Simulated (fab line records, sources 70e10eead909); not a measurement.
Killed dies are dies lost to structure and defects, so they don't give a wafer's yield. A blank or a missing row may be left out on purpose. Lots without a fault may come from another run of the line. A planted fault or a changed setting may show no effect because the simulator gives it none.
Problem report in the 8D (eight disciplines) form, filled by code | flow nand_harc | the parts of the form that need people (team, actions taken, sign-off) are left out

1. THE PROBLEM
killed_at_periphery at NHARC_END_SORT_01 reads a mean of 641.0 on 4 wafers of 2 lots; wafers without a fault read 3.3 with a standard deviation of 2.4. That is +99 or more standard deviations from the usual mean.
First seen on wafer L547.2, day 24 23:09, on prober-01. The record holds 10 wafers of 4 lots with a number at this step. Rule for "out", or "out of limits": more than 4 standard deviations from the usual mean. The other wafers with a number count as sound.

2. WHAT IT IS AND WHAT IT IS NOT
question                    | is                                                                                                                      | is not
which readings at this step | killed_at_periphery, defect_limited_yield, killed_dies, sort_bin_2_pct, sort_n_pass, sort_rim_yield_pct, sort_yield_pct | killed_at_other, killed_open, sort_bin_3_pct, sort_bin_4_pct
which lots                  | L547, L549                                                                                                              | L537, L541
which wafers of those lots  | all that have a number                                                                                                  | -
read on which gauges        | prober-01                                                                                                               | prober-02
when                        | from day 24 23:09                                                                                                       | up to then (6 sound wafers)

3. SUSPECTS, AND WHAT RULES EACH OUT
Counting: a tool at a process step up to the reading stays a suspect if it ran every lot that is out and no sound lot after the first of them.
- the gauge at NHARC_END_SORT_01: kept. All the wafers that are out were read on prober-01, and no step on other tools shows them out.
- pvd_sputter-03 at NHARC_P_M0_PVD_21 (deposits Cu, target thk 30 nm, time 20.49 s): kept. It ran every lot that is out, first L547 (day 10 15:24), and no sound lot after that; its last sound lot up to then is L537 (day 8 10:32). NHARC_P_M0_PVD_21 gives no start for some lots, so the hours and the order of its lots are those of NHARC_P_M0_THK_MEAS_24.
- pecvd-03 at NHARC_P_M0_PRE_CLEAN_31 (time 12 s): kept. It ran every lot that is out, first L547 (day 10 15:38), and no sound lot after that.
- pecvd-02 at NHARC_P_M1_DEP_00 (deposits SiOC, target thk 182.5 nm): kept. It ran every lot that is out, first L547 (day 10 16:11), and no sound lot after that; its last sound lot up to then is L541 (day 9 21:56).
Left after counting: pvd_sputter-03 at NHARC_P_M0_PVD_21, pecvd-03 at NHARC_P_M0_PRE_CLEAN_31, pecvd-02 at NHARC_P_M1_DEP_00, prober-01 at NHARC_END_SORT_01.

4. THE CAUSE (what the simulator had put in)
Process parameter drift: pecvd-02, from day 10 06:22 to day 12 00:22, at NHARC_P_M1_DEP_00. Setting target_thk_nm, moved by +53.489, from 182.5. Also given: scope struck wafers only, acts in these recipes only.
Counting left 4 suspects, and this tool is among them.

5. THE CHAIN OF EFFECTS, in route order
Each row: a reading whose mean over the struck wafers that have a number lies more than 3 standard deviations from the usual. Only readings for which the record gives a usual standard deviation are gone through. hours: the time from each lot's start at the first step in this table that gives one to its start at this step, as a median over the lots. sigmas: the change in usual standard deviations.
hours | step              | reading              | usual  | on struck wafers | change | sigmas
0     | NHARC_END_SORT_01 | defect_limited_yield | 95.1 % | 0.0              | -95.1  | -59
0     | NHARC_END_SORT_01 | killed_at_periphery  | 3.3    | 641.0            | +637.7 | +99 or more
0     | NHARC_END_SORT_01 | killed_dies          | 33     | 677              | +644   | +59
0     | NHARC_END_SORT_01 | sort_bin_2_pct       | 1.5 %  | 95.9             | +94.4  | +99 or more
0     | NHARC_END_SORT_01 | sort_n_pass          | 644    | 0                | -644   | -59
0     | NHARC_END_SORT_01 | sort_rim_yield_pct   | 97.1 % | 0.0              | -97.1  | -46
0     | NHARC_END_SORT_01 | sort_yield_pct       | 95.1 % | 0.0              | -95.1  | -59

6. WHAT WOULD HAVE CAUGHT IT SOONER
In this record the first reading out of limits at a measuring or inspecting step was taken at day 24 23:09, 353 hours after the fault began at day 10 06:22.
All the lots that are out (2) had begun NHARC_P_M1_DEP_00 on pecvd-02 by day 24 23:09. A hold on the tool at that time would have spared none of them.
